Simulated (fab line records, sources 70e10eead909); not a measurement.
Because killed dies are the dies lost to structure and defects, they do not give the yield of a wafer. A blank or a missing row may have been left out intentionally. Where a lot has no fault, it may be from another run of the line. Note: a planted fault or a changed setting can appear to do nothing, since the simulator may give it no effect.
What tool caused it? -- flow nand-harc -- 24 lots, 72 wafers sampled, at 2 steps of a route of 1302

## WHAT EACH GAUGE READ, for each wafer
NHARC_A_SGD_CUT_INSPECT_25. Usual: raw-defect-count at 375, with a standard deviation of 87.
lot,measured,on,raw-defect-count,flag
L075,day 19 16:31,defect-inspect-02,370 444 440,
L076,day 19 16:31,defect-inspect-01,686 684 492,
L074,day 19 21:15,defect-inspect-01,337 330 419,
L080,day 21 09:23,defect-inspect-01,331 344 298,
L077,day 21 09:23,defect-inspect-02,302 399 333,
L078,day 21 09:24,defect-inspect-01,451 519 427,
L079,day 21 20:04,defect-inspect-01,443 460 375,
L081,day 22 15:34,defect-inspect-02,435 361 372,
L082,day 23 04:47,defect-inspect-01,394 328 333,
L083,day 23 04:48,defect-inspect-02,375 390 333,
L084,day 23 15:46,defect-inspect-02,446 323 491,
L085,day 24 01:30,defect-inspect-01,393 323 362,
L088,day 24 19:50,defect-inspect-02,333 407 393,
L086,day 24 19:50,defect-inspect-02,458 279 303,
L089,day 24 19:50,defect-inspect-01,347 266 357,
L087,day 24 23:17,defect-inspect-02,273 184 269,
L090,day 25 19:00,defect-inspect-01,308 343 404,
L091,day 25 19:02,defect-inspect-02,403 409 462,
L092,day 26 19:01,defect-inspect-02,418 486 341,
L093,day 26 19:04,defect-inspect-01,454 406 291,
L094,day 27 22:30,defect-inspect-02,396 310 418,
L096,day 28 08:22,defect-inspect-02,276 307 282,
L095,day 28 08:27,defect-inspect-01,330 357 297,
L097,day 29 10:20,defect-inspect-01,329 413 346,

NHARC_A_SLIT_CD_MEAS_09: the cd target is 300 nm. Usual: cd-nm at 299.9 nm, with a standard deviation of 0.44.
lot,measured,on,cd-nm (nm),flag
L075,day 19 21:34,cd-sem-01,300.3 299.7 299.9,
L076,day 19 21:23,cd-sem-03,299.9 299.3 300.1,
L074,day 20 03:13,cd-sem-02,300.7 300.5 300.1,
L080,day 21 15:31,cd-sem-03,300.3 300.3 300.2,
L077,day 21 15:59,cd-sem-01,300.1 300.3 300.1,
L078,day 21 19:09,cd-sem-03,300.0 299.7 300.1,
L079,day 22 01:28,cd-sem-03,299.3 300.4 299.8,
L081,day 22 20:38,cd-sem-02,299.7 299.7 299.5,
L082,day 23 10:58,cd-sem-02,300.0 299.0 299.2,
L083,day 23 11:49,cd-sem-02,299.3 299.6 299.5,
L084,day 23 21:15,cd-sem-02,299.7 300.1 299.6,
L085,day 24 06:37,cd-sem-03,300.3 300.1 300.1,
L088,day 25 00:34,cd-sem-02,299.0 299.8 299.5,
L086,day 25 00:49,cd-sem-02,300.5 300.2 299.7,
L089,day 25 01:13,cd-sem-02,299.9 300.1 300.4,
L087,day 25 05:02,cd-sem-02,300.2 300.3 300.5,
L090,day 26 00:51,cd-sem-02,300.0 299.8 300.0,
L091,day 26 01:13,cd-sem-03,299.7 300.7 300.3,
L092,day 27 04:49,cd-sem-03,299.8 300.4 299.7,
L093,day 27 05:08,cd-sem-01,299.8 300.5 300.0,
L094,day 28 03:28,cd-sem-01,299.9 300.2 300.2,
L096,day 28 13:25,cd-sem-01,300.1 300.1 299.9,
L095,day 28 13:16,cd-sem-03,299.6 298.6 299.6,
L097,day 29 15:10,cd-sem-02,300.3 300.4 299.7,

## EACH LOT AND THE TOOL THAT RAN IT (in order: tool; ch and the chambers of the sampled wafers; start)
The record holds no process step before these readings.

## WHAT THE TOOLS THEMSELVES READ (means of the sampled wafers that have a number; where no wafer has one, the mark that the record gives instead)
The record holds no such reading with a usual standard deviation.

## THE ANSWER, worked out from the rows above alone
Rule: a lot is off if the mean of its wafers that have a number lies more than 3 standard deviations from the usual mean. A lot without any number at a reading at which 4 lots or more have one is off too. The other lots that the step has rows for count as sound. The gauges are gone through in route order, then the tools' own readings, and for those a lot's mean is taken as printed above. The first step at which some lot is off is used, and at that step the reading that is off furthest; a lot without a number counts as furthest.
Nothing can be told from this: no lot is off at any reading shown.

## WHAT THE SIMULATOR HAD PUT IN
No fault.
